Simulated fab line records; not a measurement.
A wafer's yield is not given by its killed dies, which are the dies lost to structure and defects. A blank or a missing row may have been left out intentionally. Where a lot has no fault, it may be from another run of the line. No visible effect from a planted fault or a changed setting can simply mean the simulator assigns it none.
Matching of chambers -- flow nand_harc -- NHARC_A_STAIRCASE_DEP_301 on pecvd-03: 3 sister chambers
The step deposits SiON, target thk 30 nm. 6 wafers are shown with their chamber, then 7 later ones without.

WAFERS WITH THEIR CHAMBER
wafer,chamber,heater_power_w (W),susceptor_temp_C (C)
L077.3,2,725,400.19
L079.6,2,779,400.09
L081.4,0,662,400.20
L081.6,1,724,400.07
L088.1,1,711,399.70
L088.4,0,560,399.89

WAFERS MISSING THEIR CHAMBER
wafer,heater_power_w (W),susceptor_temp_C (C)
L088.5,711,399.73
L090.2,760,400.33
L090.3,723,400.03
L090.6,773,400.20
L095.2,702,400.06
L095.3,747,399.89
L095.6,796,399.87

THE CHAMBER EACH PASSED THROUGH
wafer,from the rows above,in truth
L088.5,can't be placed: 1 or 2 or 0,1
L090.2,can't be placed: 2 or 1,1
L090.3,can't be placed: 1 or 2 or 0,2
L090.6,can't be placed: 2 or 1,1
L095.2,can't be placed: 1 or 2 or 0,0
L095.3,can't be placed: 1 or 2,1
L095.6,can't be placed: 2 or 1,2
Correct placement for 0 of the 7. Unplaceable from these rows: 7, with the true chamber sitting among the candidates in 7. 0 placed wrongly.
How it was worked out, from the rows above alone: a wafer's distance from a chamber is the root of the sum, over the readings, of the square of ((its reading less the chamber's mean) divided by the reading's scatter). If the next closest chamber is less than 2 further off than the closest, the wafer can't be placed; otherwise it belongs to the closest. Each chamber's mean is taken over the wafers shown for it. The scatter: the root of (the sum of the squares of (reading less its chamber's mean) over the shown wafers, divided by (wafers less chambers)).
